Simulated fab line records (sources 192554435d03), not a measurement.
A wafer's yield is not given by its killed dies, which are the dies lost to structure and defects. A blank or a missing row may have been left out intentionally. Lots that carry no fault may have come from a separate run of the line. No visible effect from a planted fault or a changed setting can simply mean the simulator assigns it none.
Matching of chambers | flow n5-finfet | N5_BEOL_M0_CUTY_DESCUM_61 on rie-diel-03: 4 sister chambers
The step chemistry O2, time 7.9 s. 4 wafers are shown with their chamber, then 7 later ones without.

== WAFERS WITH THEIR CHAMBER ==
wafer  | chamber | showerhead-plenum-p-Torr (Torr)
L544.4 | 2       | 1.93
L547.5 | 3       | 2.19
L549.1 | 0       | 2.07
L549.3 | 1       | 2.14

== WAFERS WHOSE CHAMBER IS MISSING ==
wafer  | showerhead-plenum-p-Torr (Torr)
L549.6 | 2.07
L561.1 | 2.13
L561.2 | 1.91
L561.4 | 2.06
L562.1 | 2.18
L562.4 | 2.13
L562.6 | 1.91

== WHICH CHAMBER EACH WENT THROUGH ==
wafer  | from the rows above | in truth
L549.6 | 0                   | 0
L561.1 | 1                   | 1
L561.2 | 2                   | 2
L561.4 | 0                   | 0
L562.1 | 3                   | 3
L562.4 | 1                   | 1
L562.6 | 2                   | 2
7 of 7 placed correctly. From these rows, 0 cannot be placed. Number placed wrongly: 0.
How it was worked out, from the rows above alone: a wafer's distance from a chamber is the root of the sum, over the readings, of the square of ((its reading less the chamber's mean) divided by the reading's scatter). If the next closest chamber is less than 2 further off than the closest, the wafer can't be placed; otherwise it belongs to the closest. A chamber's mean is the mean of its shown wafers. The scatter: with one shown wafer a chamber, the root of the mean of the squares of how far each hidden wafer lies from its nearest shown one.
